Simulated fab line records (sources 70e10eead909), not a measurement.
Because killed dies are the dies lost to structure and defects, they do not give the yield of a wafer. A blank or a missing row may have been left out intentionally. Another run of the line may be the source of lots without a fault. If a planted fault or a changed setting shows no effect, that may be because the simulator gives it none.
Tool commonality check ; flow nand-harc ; Sampled: 2 lots, 6 wafers

REASON IT WAS OPENED
Flagged at NHARC_END_SORT_01: reading killed-at-other, on 2 of 2 lots. Fault-free wafers read 0.6, with a standard deviation of 0.83.
Rule: a lot gets a flag if all its wafers with a number sit over 4 standard deviations from that mean, or if no wafer of it has a number. The other lots count as sound.

lot;measured;on;killed-at-other, wafer by wafer;flag
L326;day 23 01:55;prober-01;34 81 73;FLAGGED
L332;day 23 15:56;prober-02;72 68 76;FLAGGED
The numbers of the flagged lots are 67.3 on average: +66.7 against the usual, or +80 standard deviations.

WHICH TOOL EACH LOT WENT THROUGH
4 process steps preceding the reading are held in the record, out of 1159 steps in the route. Each cell gives the tool, then ch followed by the chambers the sampled wafers passed through, then the start.
lot;flag;NHARC_A_BONDPAD_ETCH_34;NHARC_THIN_TSV_ETCH_44;NHARC_THIN_TSV_STRIP_45;NHARC_THIN_TSV_STRIP_57
L326;FLAGGED;rie-diel-06 ch 1,3, day 21 09:35;rie-diel-09 ch 1,2, day 22 02:06;plasma-asher-01 ch 1, day 22 03:04;wet-bench-10 ch 3,4,7, day 22 08:59
L332;FLAGGED;rie-diel-13 ch 0,1,3, day 22 11:08;rie-diel-01 ch 0,1,3, day 23 01:52;plasma-asher-02 ch 1, day 23 02:35;wet-bench-10 ch 3,6,7, day 23 08:16
What is done by these steps:
- NHARC_A_BONDPAD_ETCH_34: etches the open film in N2/H2, target depth 60 nm, overetch 18 nm, time 65.91 s.
- NHARC_THIN_TSV_ETCH_44: etches the open film in CF4/O2, target depth 1594.2 nm, time 797.1 s.
- NHARC_THIN_TSV_STRIP_45: strips in O2.
- NHARC_THIN_TSV_STRIP_57: strips in post etch residue remover, time 1200 s.
- NHARC_END_SORT_01

FLAGGED OVER TOTAL, TOOL BY TOOL (the gauges that took the reading come last)
step;tool;lots run;flagged;share of the flagged lots;sound lots run after its first flagged lot
NHARC_A_BONDPAD_ETCH_34;rie-diel-06;1;1;some;0
NHARC_A_BONDPAD_ETCH_34;rie-diel-13;1;1;some;0
NHARC_THIN_TSV_ETCH_44;rie-diel-01;1;1;some;0
NHARC_THIN_TSV_ETCH_44;rie-diel-09;1;1;some;0
NHARC_THIN_TSV_STRIP_45;plasma-asher-01;1;1;some;0
NHARC_THIN_TSV_STRIP_45;plasma-asher-02;1;1;some;0
NHARC_THIN_TSV_STRIP_57;wet-bench-10;2;2;all;0
NHARC_END_SORT_01;prober-01;1;1;some;0
NHARC_END_SORT_01;prober-02;1;1;some;0

WHAT THE TABLE PERMITS
All flagged lots share 1 row of the table, namely wet-bench-10 at NHARC_THIN_TSV_STRIP_57.
- wet-bench-10 at NHARC_THIN_TSV_STRIP_57 ran 2 lots, 2 of them flagged. It ran no sound lot before its first flagged lot in this sample, so the start can't be narrowed down.
Just one tool remains: wet-bench-10 at NHARC_THIN_TSV_STRIP_57.

WHAT WAS PUT IN BY THE SIMULATOR
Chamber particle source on wet-bench-10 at NHARC_THIN_TSV_STRIP_57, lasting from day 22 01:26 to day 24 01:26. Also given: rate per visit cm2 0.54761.
Shown lots that were struck: L326, L332. The rule above found the same.
